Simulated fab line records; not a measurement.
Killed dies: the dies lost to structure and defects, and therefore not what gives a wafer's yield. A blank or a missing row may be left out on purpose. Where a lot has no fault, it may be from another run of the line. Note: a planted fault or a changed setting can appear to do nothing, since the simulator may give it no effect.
Which tool was responsible? / flow n5_finfet / 24 lots with 72 wafers sampled at 4 steps, on a route of 1938 steps

WHAT EACH GAUGE READ, for each wafer
N5_SDB_INSPECT_13: inspects for defects (brightfield).
lot=L074; measured=day 3 21:15; on=defect_inspect-02; raw_defect_count=64 101 61
lot=L075; measured=day 4 02:36; on=defect_inspect-02; raw_defect_count=68 86 86
lot=L076; measured=day 4 11:20; on=defect_inspect-01; raw_defect_count=45 52 30
lot=L077; measured=day 4 14:47; on=defect_inspect-01; raw_defect_count=105 75 122
lot=L079; measured=day 5 00:38; on=defect_inspect-02; raw_defect_count=105 95 86
lot=L078; measured=day 5 01:55; on=defect_inspect-02; raw_defect_count=60 84 81
lot=L080; measured=day 5 11:55; on=defect_inspect-02; raw_defect_count=56 71 68
lot=L081; measured=day 5 16:47; on=defect_inspect-02; raw_defect_count=49 79 83
lot=L082; measured=day 5 20:04; on=defect_inspect-01; raw_defect_count=96 51 133
lot=L083; measured=day 6 04:51; on=defect_inspect-02; raw_defect_count=70 51 28
lot=L084; measured=day 6 08:50; on=defect_inspect-02; raw_defect_count=65 119 76
lot=L085; measured=day 6 14:44; on=defect_inspect-01; raw_defect_count=92 67 187
lot=L086; measured=day 7 01:28; on=defect_inspect-02; raw_defect_count=140 104 86
lot=L087; measured=day 7 03:16; on=defect_inspect-01; raw_defect_count=82 159 94
lot=L088; measured=day 7 08:33; on=defect_inspect-02; raw_defect_count=59 51 47
lot=L089; measured=day 7 15:05; on=defect_inspect-02; raw_defect_count=51 85 60
lot=L090; measured=day 7 18:25; on=defect_inspect-02; raw_defect_count=42 67 72
lot=L091; measured=day 7 21:53; on=defect_inspect-01; raw_defect_count=48 62 60
lot=L092; measured=day 8 06:21; on=defect_inspect-01; raw_defect_count=65 84 52
lot=L093; measured=day 8 11:29; on=defect_inspect-02; raw_defect_count=69 149 107
lot=L094; measured=day 8 22:13; on=defect_inspect-01; raw_defect_count=82 78 60
lot=L095; measured=day 9 15:41; on=defect_inspect-02; raw_defect_count=86 73 159
lot=L096; measured=day 9 22:58; on=defect_inspect-02; raw_defect_count=88 58 76
lot=L097; measured=day 10 12:27; on=defect_inspect-01; raw_defect_count=70 70 75

N5_SDB_INSPECT_36: inspects for defects (darkfield).
lot=L074; measured=day 4 01:26; on=defect_inspect-02; raw_defect_count=39 28 19
lot=L075; measured=day 4 06:56; on=defect_inspect-01; raw_defect_count=23 25 19
lot=L076; measured=day 4 20:00; on=defect_inspect-02; raw_defect_count=32 38 43
lot=L077; measured=day 4 22:07; on=defect_inspect-02; raw_defect_count=28 24 34
lot=L079; measured=day 5 06:53; on=defect_inspect-01; raw_defect_count=28 58 48
lot=L078; measured=day 5 07:44; on=defect_inspect-01; raw_defect_count=47 32 38
lot=L080; measured=day 5 15:54; on=defect_inspect-02; raw_defect_count=30 41 49
lot=L081; measured=day 5 20:42; on=defect_inspect-01; raw_defect_count=52 31 54
lot=L082; measured=day 6 01:29; on=defect_inspect-01; raw_defect_count=24 42 23
lot=L083; measured=day 6 08:51; on=defect_inspect-01; raw_defect_count=31 67 37
lot=L084; measured=day 6 12:45; on=defect_inspect-01; raw_defect_count=51 26 26
lot=L085; measured=day 6 19:08; on=defect_inspect-01; raw_defect_count=37 45 42
lot=L086; measured=day 7 06:04; on=defect_inspect-02; raw_defect_count=88 24 30
lot=L087; measured=day 7 07:46; on=defect_inspect-02; raw_defect_count=62 47 43
lot=L088; measured=day 7 12:53; on=defect_inspect-01; raw_defect_count=31 29 36
lot=L089; measured=day 7 19:07; on=defect_inspect-02; raw_defect_count=38 32 58
lot=L090; measured=day 7 23:39; on=defect_inspect-01; raw_defect_count=53 58 13
lot=L091; measured=day 8 01:50; on=defect_inspect-01; raw_defect_count=40 23 36
lot=L092; measured=day 8 10:17; on=defect_inspect-02; raw_defect_count=30 31 38
lot=L093; measured=day 8 15:25; on=defect_inspect-01; raw_defect_count=21 14 33
lot=L094; measured=day 9 02:52; on=defect_inspect-02; raw_defect_count=24 68 34
lot=L095; measured=day 9 20:03; on=defect_inspect-01; raw_defect_count=17 38 19
lot=L096; measured=day 10 03:08; on=defect_inspect-02; raw_defect_count=20 49 27
lot=L097; measured=day 10 16:26; on=defect_inspect-02; raw_defect_count=56 55 42

EACH LOT AND THE TOOL THAT RAN IT (in order: tool; ch and the chambers of the sampled wafers; start)
lot=L074; N5_SDB_DESCUM_16=rie_diel-02 ch 1,3, day 3 21:17; N5_SDB_STRIP_22=plasma_asher-01 ch 0,1, day 3 21:36
lot=L075; N5_SDB_DESCUM_16=rie_diel-03 ch 0,3, day 4 02:38; N5_SDB_STRIP_22=plasma_asher-02 ch 0,1, day 4 02:56
lot=L076; N5_SDB_DESCUM_16=rie_diel-03 ch 0,2, day 4 12:19; N5_SDB_STRIP_22=plasma_asher-02 ch 0,1, day 4 12:37
lot=L077; N5_SDB_DESCUM_16=rie_diel-03 ch 0,2, day 4 16:59; N5_SDB_STRIP_22=plasma_asher-01 ch 0,1, day 4 17:18
lot=L079; N5_SDB_DESCUM_16=rie_diel-03 ch 0,1, day 5 02:10; N5_SDB_STRIP_22=plasma_asher-01 ch 0, day 5 02:29
lot=L078; N5_SDB_DESCUM_16=rie_diel-03 ch 0,2,3, day 5 02:34; N5_SDB_STRIP_22=plasma_asher-01 ch 0,1, day 5 02:52
lot=L080; N5_SDB_DESCUM_16=rie_diel-01 ch 1,2,3, day 5 12:01; N5_SDB_STRIP_22=plasma_asher-02 ch 0,1, day 5 12:22
lot=L081; N5_SDB_DESCUM_16=rie_diel-03 ch 0,3, day 5 16:49; N5_SDB_STRIP_22=plasma_asher-01 ch 0,1, day 5 17:08
lot=L082; N5_SDB_DESCUM_16=rie_diel-02 ch 0,1,2, day 5 20:05; N5_SDB_STRIP_22=plasma_asher-02 ch 0,1, day 5 20:24
lot=L083; N5_SDB_DESCUM_16=rie_diel-01 ch 1,2,3, day 6 05:00; N5_SDB_STRIP_22=plasma_asher-02 ch 0,1, day 6 05:18
lot=L084; N5_SDB_DESCUM_16=rie_diel-02 ch 0,1,2, day 6 08:52; N5_SDB_STRIP_22=plasma_asher-02 ch 0,1, day 6 09:11
lot=L085; N5_SDB_DESCUM_16=rie_diel-02 ch 1,2,3, day 6 15:05; N5_SDB_STRIP_22=plasma_asher-01 ch 0,1, day 6 15:23
lot=L086; N5_SDB_DESCUM_16=rie_diel-02 ch 0,3, day 7 01:50; N5_SDB_STRIP_22=plasma_asher-02 ch 0,1, day 7 02:08
lot=L087; N5_SDB_DESCUM_16=rie_diel-03 ch 0,2,3, day 7 03:17; N5_SDB_STRIP_22=plasma_asher-02 ch 0,1, day 7 03:36
lot=L088; N5_SDB_DESCUM_16=rie_diel-02 ch 1,3, day 7 08:48; N5_SDB_STRIP_22=plasma_asher-01 ch 0,1, day 7 09:09
lot=L089; N5_SDB_DESCUM_16=rie_diel-02 ch 0,1,3, day 7 15:07; N5_SDB_STRIP_22=plasma_asher-02 ch 0,1, day 7 15:26
lot=L090; N5_SDB_DESCUM_16=rie_diel-01 ch 0,3, day 7 18:27; N5_SDB_STRIP_22=plasma_asher-02 ch 0,1, day 7 18:46
lot=L091; N5_SDB_DESCUM_16=rie_diel-01 ch 1,2, day 7 21:55; N5_SDB_STRIP_22=plasma_asher-01 ch 0,1, day 7 22:13
lot=L092; N5_SDB_DESCUM_16=rie_diel-01 ch 1,2,3, day 8 06:23; N5_SDB_STRIP_22=plasma_asher-01 ch 0, day 8 06:41
lot=L093; N5_SDB_DESCUM_16=rie_diel-01 ch 1,3, day 8 11:32; N5_SDB_STRIP_22=plasma_asher-01 ch 0,1, day 8 11:50
lot=L094; N5_SDB_DESCUM_16=rie_diel-03 ch 0,1,3, day 8 22:47; N5_SDB_STRIP_22=plasma_asher-01 ch 0, day 8 23:05
lot=L095; N5_SDB_DESCUM_16=rie_diel-03 ch 0,2, day 9 15:43; N5_SDB_STRIP_22=plasma_asher-01 ch 0,1, day 9 16:02
lot=L096; N5_SDB_DESCUM_16=rie_diel-01 ch 0,2, day 9 23:17; N5_SDB_STRIP_22=plasma_asher-02 ch 0,1, day 9 23:35
lot=L097; N5_SDB_DESCUM_16=rie_diel-03 ch 1,2,3, day 10 12:35; N5_SDB_STRIP_22=plasma_asher-01 ch 0,1, day 10 12:56
- N5_SDB_DESCUM_16: chemistry O2, time 7.9 s.
- N5_SDB_STRIP_22: strips in N2/H2.

AS READ BY THE TOOLS THEMSELVES (means over the sampled wafers that have a number; for cases with no such wafer, the mark the record gives instead)
N5_SDB_DESCUM_16.
lot=L074; tool=rie_diel-02; drypump_motor_current_A (A)=5.07; oes_product_au (a.u.)=0.72; rf_vpp_V (V)=243.3; showerhead_plenum_p_Torr (Torr)=2.05; throttle_valve_pct (%)=20.57
lot=L075; tool=rie_diel-03; drypump_motor_current_A (A)=5.65; oes_product_au (a.u.)=0.80; rf_vpp_V (V)=244.6; showerhead_plenum_p_Torr (Torr)=2.17; throttle_valve_pct (%)=20.75
lot=L076; tool=rie_diel-03; drypump_motor_current_A (A)=5.59; oes_product_au (a.u.)=0.80; rf_vpp_V (V)=242.2; showerhead_plenum_p_Torr (Torr)=2.01; throttle_valve_pct (%)=20.51
lot=L077; tool=rie_diel-03; drypump_motor_current_A (A)=5.57; oes_product_au (a.u.)=0.80; rf_vpp_V (V)=242.4; showerhead_plenum_p_Torr (Torr)=2.01; throttle_valve_pct (%)=20.52
lot=L079; tool=rie_diel-03; drypump_motor_current_A (A)=5.61; oes_product_au (a.u.)=0.81; rf_vpp_V (V)=243.5; showerhead_plenum_p_Torr (Torr)=2.15; throttle_valve_pct (%)=20.65
lot=L078; tool=rie_diel-03; drypump_motor_current_A (A)=5.62; oes_product_au (a.u.)=0.87; rf_vpp_V (V)=242.8; showerhead_plenum_p_Torr (Torr)=2.07; throttle_valve_pct (%)=20.54
lot=L080; tool=rie_diel-01; drypump_motor_current_A (A)=5.48; oes_product_au (a.u.)=0.84; rf_vpp_V (V)=244.5; showerhead_plenum_p_Torr (Torr)=2.12; throttle_valve_pct (%)=20.36
lot=L081; tool=rie_diel-03; drypump_motor_current_A (A)=5.70; oes_product_au (a.u.)=0.90; rf_vpp_V (V)=243.7; showerhead_plenum_p_Torr (Torr)=2.12; throttle_valve_pct (%)=20.55
lot=L082; tool=rie_diel-02; drypump_motor_current_A (A)=5.41; oes_product_au (a.u.)=0.70; rf_vpp_V (V)=242.9; showerhead_plenum_p_Torr (Torr)=2.07; throttle_valve_pct (%)=20.47
lot=L083; tool=rie_diel-01; drypump_motor_current_A (A)=5.48; oes_product_au (a.u.)=0.84; rf_vpp_V (V)=243.7; showerhead_plenum_p_Torr (Torr)=2.12; throttle_valve_pct (%)=20.36
lot=L084; tool=rie_diel-02; drypump_motor_current_A (A)=5.36; oes_product_au (a.u.)=0.69; rf_vpp_V (V)=243.3; showerhead_plenum_p_Torr (Torr)=2.07; throttle_valve_pct (%)=20.48
lot=L085; tool=rie_diel-02; drypump_motor_current_A (A)=5.36; oes_product_au (a.u.)=0.71; rf_vpp_V (V)=242.9; showerhead_plenum_p_Torr (Torr)=2.08; throttle_valve_pct (%)=20.63
lot=L086; tool=rie_diel-02; drypump_motor_current_A (A)=5.39; oes_product_au (a.u.)=0.74; rf_vpp_V (V)=241.6; showerhead_plenum_p_Torr (Torr)=2.03; throttle_valve_pct (%)=20.80
lot=L087; tool=rie_diel-03; drypump_motor_current_A (A)=5.63; oes_product_au (a.u.)=0.82; rf_vpp_V (V)=243.3; showerhead_plenum_p_Torr (Torr)=2.06; throttle_valve_pct (%)=20.58
lot=L088; tool=rie_diel-02; drypump_motor_current_A (A)=5.07; oes_product_au (a.u.)=0.71; rf_vpp_V (V)=242.4; showerhead_plenum_p_Torr (Torr)=2.04; throttle_valve_pct (%)=20.59
lot=L089; tool=rie_diel-02; drypump_motor_current_A (A)=5.25; oes_product_au (a.u.)=0.71; rf_vpp_V (V)=241.8; showerhead_plenum_p_Torr (Torr)=2.03; throttle_valve_pct (%)=20.64
lot=L090; tool=rie_diel-01; drypump_motor_current_A (A)=5.42; oes_product_au (a.u.)=0.71; rf_vpp_V (V)=243.6; showerhead_plenum_p_Torr (Torr)=2.09; throttle_valve_pct (%)=20.24
lot=L091; tool=rie_diel-01; drypump_motor_current_A (A)=5.67; oes_product_au (a.u.)=0.86; rf_vpp_V (V)=243.0; showerhead_plenum_p_Torr (Torr)=2.13; throttle_valve_pct (%)=20.60
lot=L092; tool=rie_diel-01; drypump_motor_current_A (A)=5.49; oes_product_au (a.u.)=0.81; rf_vpp_V (V)=243.7; showerhead_plenum_p_Torr (Torr)=2.11; throttle_valve_pct (%)=20.39
lot=L093; tool=rie_diel-01; drypump_motor_current_A (A)=5.32; oes_product_au (a.u.)=0.76; rf_vpp_V (V)=243.6; showerhead_plenum_p_Torr (Torr)=2.10; throttle_valve_pct (%)=20.17
lot=L094; tool=rie_diel-03; drypump_motor_current_A (A)=5.68; oes_product_au (a.u.)=0.81; rf_vpp_V (V)=243.7; showerhead_plenum_p_Torr (Torr)=2.09; throttle_valve_pct (%)=20.61
lot=L095; tool=rie_diel-03; drypump_motor_current_A (A)=5.58; oes_product_au (a.u.)=0.76; rf_vpp_V (V)=243.7; showerhead_plenum_p_Torr (Torr)=2.09; throttle_valve_pct (%)=20.71
lot=L096; tool=rie_diel-01; drypump_motor_current_A (A)=5.57; oes_product_au (a.u.)=0.91; rf_vpp_V (V)=243.0; showerhead_plenum_p_Torr (Torr)=2.09; throttle_valve_pct (%)=20.49
lot=L097; tool=rie_diel-03; drypump_motor_current_A (A)=5.67; oes_product_au (a.u.)=0.77; rf_vpp_V (V)=241.2; showerhead_plenum_p_Torr (Torr)=1.98; throttle_valve_pct (%)=20.52

N5_SDB_STRIP_22.
lot=L074; tool=plasma_asher-01; drypump_motor_current_A (A)=6.1; heater_power_w (W)=304; oes_product_au (a.u.)=0.716; strip_time_to_endpoint_s (s)=96.6
lot=L075; tool=plasma_asher-02; drypump_motor_current_A (A)=5.2; heater_power_w (W)=315; oes_product_au (a.u.)=0.716; strip_time_to_endpoint_s (s)=95.9
lot=L076; tool=plasma_asher-02; drypump_motor_current_A (A)=5.2; heater_power_w (W)=314; oes_product_au (a.u.)=0.709; strip_time_to_endpoint_s (s)=95.9
lot=L077; tool=plasma_asher-01; drypump_motor_current_A (A)=6.1; heater_power_w (W)=309; oes_product_au (a.u.)=0.716; strip_time_to_endpoint_s (s)=96.2
lot=L079; tool=plasma_asher-01; drypump_motor_current_A (A)=5.9; heater_power_w (W)=293; oes_product_au (a.u.)=0.714; strip_time_to_endpoint_s (s)=96.0
lot=L078; tool=plasma_asher-01; drypump_motor_current_A (A)=6.1; heater_power_w (W)=311; oes_product_au (a.u.)=0.718; strip_time_to_endpoint_s (s)=96.3
lot=L080; tool=plasma_asher-02; drypump_motor_current_A (A)=5.2; heater_power_w (W)=315; oes_product_au (a.u.)=0.714; strip_time_to_endpoint_s (s)=96.1
lot=L081; tool=plasma_asher-01; drypump_motor_current_A (A)=6.1; heater_power_w (W)=310; oes_product_au (a.u.)=0.718; strip_time_to_endpoint_s (s)=95.7
lot=L082; tool=plasma_asher-02; drypump_motor_current_A (A)=5.6; heater_power_w (W)=332; oes_product_au (a.u.)=0.712; strip_time_to_endpoint_s (s)=96.5
lot=L083; tool=plasma_asher-02; drypump_motor_current_A (A)=5.2; heater_power_w (W)=316; oes_product_au (a.u.)=0.713; strip_time_to_endpoint_s (s)=96.1
lot=L084; tool=plasma_asher-02; drypump_motor_current_A (A)=5.2; heater_power_w (W)=313; oes_product_au (a.u.)=0.712; strip_time_to_endpoint_s (s)=96.0
lot=L085; tool=plasma_asher-01; drypump_motor_current_A (A)=6.2; heater_power_w (W)=323; oes_product_au (a.u.)=0.715; strip_time_to_endpoint_s (s)=96.2
lot=L086; tool=plasma_asher-02; drypump_motor_current_A (A)=5.2; heater_power_w (W)=317; oes_product_au (a.u.)=0.716; strip_time_to_endpoint_s (s)=96.5
lot=L087; tool=plasma_asher-02; drypump_motor_current_A (A)=5.6; heater_power_w (W)=334; oes_product_au (a.u.)=0.720; strip_time_to_endpoint_s (s)=95.7
lot=L088; tool=plasma_asher-01; drypump_motor_current_A (A)=6.1; heater_power_w (W)=313; oes_product_au (a.u.)=0.718; strip_time_to_endpoint_s (s)=96.6
lot=L089; tool=plasma_asher-02; drypump_motor_current_A (A)=5.6; heater_power_w (W)=332; oes_product_au (a.u.)=0.718; strip_time_to_endpoint_s (s)=96.2
lot=L090; tool=plasma_asher-02; drypump_motor_current_A (A)=5.2; heater_power_w (W)=316; oes_product_au (a.u.)=0.717; strip_time_to_endpoint_s (s)=96.3
lot=L091; tool=plasma_asher-01; drypump_motor_current_A (A)=6.2; heater_power_w (W)=323; oes_product_au (a.u.)=0.715; strip_time_to_endpoint_s (s)=95.9
lot=L092; tool=plasma_asher-01; drypump_motor_current_A (A)=5.9; heater_power_w (W)=298; oes_product_au (a.u.)=0.719; strip_time_to_endpoint_s (s)=95.8
lot=L093; tool=plasma_asher-01; drypump_motor_current_A (A)=6.1; heater_power_w (W)=310; oes_product_au (a.u.)=0.713; strip_time_to_endpoint_s (s)=96.2
lot=L094; tool=plasma_asher-01; drypump_motor_current_A (A)=5.9; heater_power_w (W)=292; oes_product_au (a.u.)=0.710; strip_time_to_endpoint_s (s)=96.4
lot=L095; tool=plasma_asher-01; drypump_motor_current_A (A)=6.1; heater_power_w (W)=307; oes_product_au (a.u.)=0.715; strip_time_to_endpoint_s (s)=96.2
lot=L096; tool=plasma_asher-02; drypump_motor_current_A (A)=5.2; heater_power_w (W)=316; oes_product_au (a.u.)=0.712; strip_time_to_endpoint_s (s)=96.0
lot=L097; tool=plasma_asher-01; drypump_motor_current_A (A)=6.2; heater_power_w (W)=323; oes_product_au (a.u.)=0.719; strip_time_to_endpoint_s (s)=96.5

THE ANSWER, worked out from the rows above alone
Rule: the usual values come from the lots themselves. Put in order of their means at a reading, lots are off if they are a third of the lots or fewer, leave a main group of 4 or more, and stand apart from it by a gap of 3 or more times the standard deviation of the main group's means; of several such gaps the widest counts. If all means in a main group match to the digits the tables above print for the reading, that group is not used. Also off: a lot with no number at a reading for which 4 or more lots have one. Any other lot the step has rows for is counted as sound. The gauges are gone through in route order, then the tools' own readings, and for those a lot's mean is taken as printed above. The first step at which some lot is off is used, and at that step the reading that is off furthest; a lot without a number counts as furthest.
No lot is off on any of the readings shown, so nothing can be concluded from this.

WHAT HAD BEEN PUT IN BY THE SIMULATOR
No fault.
